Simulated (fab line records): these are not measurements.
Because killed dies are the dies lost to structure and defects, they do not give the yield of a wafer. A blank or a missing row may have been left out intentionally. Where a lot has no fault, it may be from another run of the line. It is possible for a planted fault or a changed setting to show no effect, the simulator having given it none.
Matching of chambers | flow n5-finfet | cvd-co-01 running N5_MOL_CONTACT_COAG_CO_FILL_22: 3 sister chambers
The step material Co, precursor CCTBA/H2, target thk 20 nm. 16 wafers are shown with their chamber, then 8 later ones without.

WAFERS WITH THEIR CHAMBER
wafer  | chamber | heater-power-w (W) | susceptor-temp-C (C)
L451.3 | 2       | 251                | 199.97
L451.5 | 1       | 214                | 199.91
L451.6 | 0       | 229                | 199.70
L454.2 | 0       | 224                | 199.96
L454.3 | 1       | 223                | 200.08
L454.5 | 1       | 218                | 199.72
L455.1 | 2       | 250                | 199.84
L455.3 | 1       | 218                | 199.85
L455.6 | 1       | 219                | 200.05
L456.3 | 0       | 220                | 200.18
L456.5 | 0       | 225                | 199.97
L456.6 | 2       | 250                | 200.03
L460.3 | 0       | 229                | 199.90
L460.4 | 0       | 222                | 199.94
L460.5 | 1       | 216                | 200.02
L464.2 | 2       | 252                | 200.13

SIGNATURES, as means of the wafers listed above
reading          | chamber 0 | chamber 1 | chamber 2 | scatter within a chamber
heater-power-w   | 224.83    | 218.00    | 250.75    | 2.98
susceptor-temp-C | 199.9417  | 199.9383  | 199.9925  | 0.141
Rule: a wafer lies at a distance from a chamber equal to the root of the sum of squares, over the readings, of (its reading less the chamber's mean, divided by the reading's scatter). If the next closest chamber is less than 2 further off than the closest, the wafer can't be placed; otherwise it belongs to the closest. The scatter: the root of (the sum of the squares of (reading less its chamber's mean) over the shown wafers, divided by (wafers less chambers)).

WAFERS WITH NO CHAMBER GIVEN
wafer  | heater-power-w (W) | susceptor-temp-C (C)
L464.3 | 228                | 200.17
L464.4 | 257                | 199.85
L468.1 | 217                | 200.27
L468.4 | 219                | 200.30
L468.5 | 227                | 200.03
L471.3 | 225                | 199.95
L471.5 | 222                | 200.32
L471.6 | 248                | 200.03

THE CHAMBER EACH PASSED THROUGH
wafer  | from the rows above     | in truth
L464.3 | can't be placed: 0 or 1 | 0
L464.4 | 2                       | 2
L468.1 | can't be placed: 1 or 0 | 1
L468.4 | can't be placed: 1 or 0 | 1
L468.5 | 0                       | 0
L471.3 | 0                       | 0
L471.5 | can't be placed: 0 or 1 | 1
L471.6 | 2                       | 2
Placed correctly: 4 of 8. From these rows, 4 cannot be placed; in 4 the true chamber is one of the candidates. Number placed wrongly: 0.
